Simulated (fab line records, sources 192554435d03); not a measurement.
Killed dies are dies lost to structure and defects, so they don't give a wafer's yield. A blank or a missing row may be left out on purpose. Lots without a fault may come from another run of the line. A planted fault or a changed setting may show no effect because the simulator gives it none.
Split-lot experiment | flow n5_finfet | 7 lots, 39 wafers read, on a route of 1938 steps

THE SPLIT
At N5_BEOL_M3_DESCUM_33 (chemistry O2, time 7 s), the setting time_s was moved away from the recipe's 7 s on 9 of the 39 wafers read, by -28.6% to +28.3%. The other wafers ran this setting at the recipe's value.

The reading is taken at the split's own step.

THE READING
CAR-EUV_of_BEOL_M3_COAT_22.thk_nm (the simulator's own value, which no gauge read), in nm, at N5_BEOL_M3_DESCUM_33 (chemistry O2, time 7 s). The file gives no usual value for it. The 30 wafers here that ran the recipe average 26.1 nm, standard deviation 0.11 nm.

wafer  | tool, chamber at the split | time_s as run, s | against the recipe | CAR-EUV_of_BEOL_M3_COAT_22.thk_nm, nm | against lot-mates on the recipe
L078.1 | rie_diel-06, 3             | 7                | recipe             | 26.2                                  | -
L078.2 | rie_diel-06, 1,2,2,3,1     | 7                | recipe             | 26                                    | -
L078.3 | rie_diel-06, 1,2,2,3,1     | 7                | recipe             | 26                                    | -
L078.4 | rie_diel-06, 1,2,2,3,1     | 7                | recipe             | 26                                    | -
L078.5 | rie_diel-06, 1,2,2,3,1     | 7                | recipe             | 26                                    | -
L078.6 | rie_diel-06, 1,2,2,3,1     | 7                | recipe             | 26                                    | -
L084.1 | rie_diel-02, 1             | 7                | recipe             | 26                                    | -
L084.2 | rie_diel-02, 2,0           | 7                | recipe             | 26.2                                  | -
L084.3 | rie_diel-02, 2,0           | 7                | recipe             | 26.2                                  | -
L084.4 | rie_diel-02, 3,1,2         | 8.981            | +28.3%             | 25.2                                  | -0.9
L084.5 | rie_diel-02, 3,1,2         | 8.981            | +28.3%             | 25.2                                  | -0.9
L084.6 | rie_diel-02, 3,1,2         | 8.981            | +28.3%             | 25.2                                  | -0.9
L087.1 | rie_diel-02, 3,2,0,3       | 7                | recipe             | 26                                    | -
L087.2 | rie_diel-02, 3,2,0,3       | 7                | recipe             | 26                                    | -
L087.4 | rie_diel-02, 3,2,0,3       | 7                | recipe             | 26                                    | -
L087.6 | rie_diel-02, 3,2,0,3       | 7                | recipe             | 26                                    | -
L087.3 | rie_diel-02, 1,2           | 7                | recipe             | 26.2                                  | -
L087.5 | rie_diel-02, 1,2           | 7                | recipe             | 26.2                                  | -
L088.1 | rie_diel-01, 1,0,1         | 4.998            | -28.6%             | 27                                    | +1.0
L088.2 | rie_diel-01, 1,0,1         | 4.998            | -28.6%             | 27                                    | +1.0
L088.6 | rie_diel-01, 1,0,1         | 4.998            | -28.6%             | 27                                    | +1.0
L088.3 | rie_diel-01, 2,0,2         | 7                | recipe             | 26                                    | -
L088.4 | rie_diel-01, 2,0,2         | 7                | recipe             | 26                                    | -
L088.5 | rie_diel-01, 2,0,2         | 7                | recipe             | 26                                    | -
L092.2 | rie_diel-02, 3,1,2         | 7                | recipe             | 26.2                                  | -
L092.3 | rie_diel-02, 3,1,2         | 7                | recipe             | 26.2                                  | -
L092.6 | rie_diel-02, 3,1,2         | 7                | recipe             | 26.2                                  | -
L094.1 | rie_diel-01, 1,0           | 7                | recipe             | 26.2                                  | -
L094.2 | rie_diel-01, 1,0           | 7                | recipe             | 26.2                                  | -
L094.3 | rie_diel-01, 2,0,1         | 8.902            | +27.2%             | 25.2                                  | -0.9
L094.4 | rie_diel-01, 2,0,1         | 8.902            | +27.2%             | 25.2                                  | -0.9
L094.6 | rie_diel-01, 2,0,1         | 8.902            | +27.2%             | 25.2                                  | -0.9
L094.5 | rie_diel-01, 2             | 7                | recipe             | 26                                    | -
L097.1 | rie_diel-02, 0,3,2,3,0     | 7                | recipe             | 26.2                                  | -
L097.2 | rie_diel-02, 0,3,2,3,0     | 7                | recipe             | 26.2                                  | -
L097.3 | rie_diel-02, 0,3,2,3,0     | 7                | recipe             | 26.2                                  | -
L097.5 | rie_diel-02, 0,3,2,3,0     | 7                | recipe             | 26.2                                  | -
L097.6 | rie_diel-02, 0,3,2,3,0     | 7                | recipe             | 26.2                                  | -
L097.4 | rie_diel-02, 1             | 7                | recipe             | 26.4                                  | -
Where a row lists several chambers, the file gives one row for several wafers and doesn't say which wafer went through which chamber.

THE FIT
A straight line over all 39 wafers: CAR-EUV_of_BEOL_M3_COAT_22.thk_nm changes by -0.0322 nm for each +1% of time_s; r = -0.97; the points scatter about the line by 0.1 nm.
The same after taking each lot's own level away (the mean of its wafers on the recipe; 39 wafers): -0.0341 nm for each +1%; r = -0.99; scatter 0.069 nm.
On that fit, the largest move of time_s shifts the reading by 0.98 nm.
The lots' own levels span 26.00 to 26.23 nm, that is 2.1 times the standard deviation above.
So the lot-to-lot level changes the slope little: the two slopes agree.
Check: with one of the wafers moved furthest among these (-28.6%) left out of the fit, the line predicts +0.977 nm for it against its lot-mates. It came out at +1 nm against them.

OTHER SPLITS ON THESE WAFERS
These wafers also went through other splits before the reading. Each is held against what the fit with the lots' levels taken away leaves over:
other split on the same wafers               | wafers away from the commonest value | r with CAR-EUV_of_BEOL_M3_COAT_22.thk_nm (lot level and that fit taken away)
N5_ZERO_LAYER_DEVELOP_10 develop_time_s      | 12                                   | -0.25
N5_FIN_SAQP_ALD_61 ald_cycles                | 12                                   | +0.04
N5_SD_EPI_N_DEVELOP_08 develop_time_s        | 12                                   | -0.24
N5_MOL_CONTACT_COAG_SPUTTER_143 target_thk_a | 15                                   | -0.06

THE FILE'S OWN FIT
CAR-EUV_of_BEOL_M3_COAT_22.thk_nm changes by -0.0341 nm for each +1% of time_s, r = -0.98.
